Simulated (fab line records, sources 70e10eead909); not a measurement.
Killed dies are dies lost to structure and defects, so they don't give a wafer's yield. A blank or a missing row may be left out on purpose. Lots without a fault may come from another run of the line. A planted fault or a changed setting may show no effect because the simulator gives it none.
Problem report in the 8D (eight disciplines) form, filled by code | flow nand_harc | the parts of the form that need people (team, actions taken, sign-off) are left out

1. THE PROBLEM
killed_at_periphery at NHARC_END_SORT_01 reads a mean of 650.6 on 9 wafers of 3 lots; wafers without a fault read 3.6 with a standard deviation of 2.3. That is +99 or more standard deviations from the usual mean.
First seen on wafer L450.1, day 21 16:42, on prober-01. The record holds 9 wafers of 3 lots with a number at this step. Rule for "out", or "out of limits": more than 4 standard deviations from the usual mean. The other wafers with a number count as sound.

2. WHAT IT IS AND WHAT IT IS NOT
question                    | is                               | is not
which readings at this step | killed_at_periphery, killed_dies | killed_at_array, killed_short
which lots                  | L449, L450, L451                 | -
which wafers of those lots  | all that have a number           | -
read on which gauges        | prober-01, prober-02             | -
when                        | from day 21 16:42                | up to then (0 sound wafers)

3. SUSPECTS, AND WHAT RULES EACH OUT
Counting: a tool at a process step up to the reading stays a suspect if it ran every lot that is out and no sound lot after the first of them.
- the gauge at NHARC_END_SORT_01: ruled out. The wafers that are out were read on 2 gauges (prober-01, prober-02).
- rie_diel-02 at NHARC_P_CONTACT_ETCH_18 (etches the open film in C4F8/O2/Ar, target depth 481 nm, time 240.5 s): kept. It ran every lot that is out, first L450 (day 8 02:00), and no sound lot after that. NHARC_P_CONTACT_ETCH_18 gives no start for some lots, so the hours and the order of its lots are those of NHARC_P_CONTACT_ETCH_31.
- rie_diel-02 at NHARC_P_CONTACT_ETCH_31 (etches the open film in CH3F/O2, target depth 30 nm, time 85.7 s): kept. It ran every lot that is out, first L450 (day 8 02:00), and no sound lot after that.
Left after counting: rie_diel-02 at NHARC_P_CONTACT_ETCH_18, rie_diel-02 at NHARC_P_CONTACT_ETCH_31.

4. THE CAUSE (what the simulator had put in)
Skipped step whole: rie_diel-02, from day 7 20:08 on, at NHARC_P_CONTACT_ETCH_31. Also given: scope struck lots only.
Counting left 2 suspects, and this tool is among them.

5. THE CHAIN OF EFFECTS, in route order
Each row: a reading whose mean over the struck wafers that have a number lies more than 3 standard deviations from the usual. Only readings for which the record gives a usual standard deviation are gone through. hours: the time from each lot's start at the first step in this table that gives one to its start at this step, as a median over the lots. sigmas: the change in usual standard deviations.
hours | step              | reading             | usual | on struck wafers | change | sigmas
0     | NHARC_END_SORT_01 | killed_at_periphery | 3.6   | 650.6            | +647.0 | +99 or more
0     | NHARC_END_SORT_01 | killed_dies         | 28    | 677              | +649   | +73
Readings that are blank on the struck wafers while sound wafers have them: bias_w at NHARC_P_CONTACT_ETCH_31; ch3f_flow_sccm at NHARC_P_CONTACT_ETCH_31; drypump_motor_current_A at NHARC_P_CONTACT_ETCH_31; oes_product_au at NHARC_P_CONTACT_ETCH_31; rf_fwd_power_W at NHARC_P_CONTACT_ETCH_31; rf_vpp_V at NHARC_P_CONTACT_ETCH_31; showerhead_plenum_p_Torr at NHARC_P_CONTACT_ETCH_31; throttle_valve_pct at NHARC_P_CONTACT_ETCH_31.

6. WHAT WOULD HAVE CAUGHT IT SOONER
In this record the first reading out of limits at a measuring or inspecting step was taken at day 21 16:42, 333 hours after the fault began at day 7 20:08.
At NHARC_P_CONTACT_ETCH_31 the tool's readings are blank on the struck wafers, where sound wafers have them: an empty tool record is the first sign, and it was there at once.
All the lots that are out (3) had begun NHARC_P_CONTACT_ETCH_31 on rie_diel-02 by day 21 16:42. A hold on the tool at that time would have spared none of them.
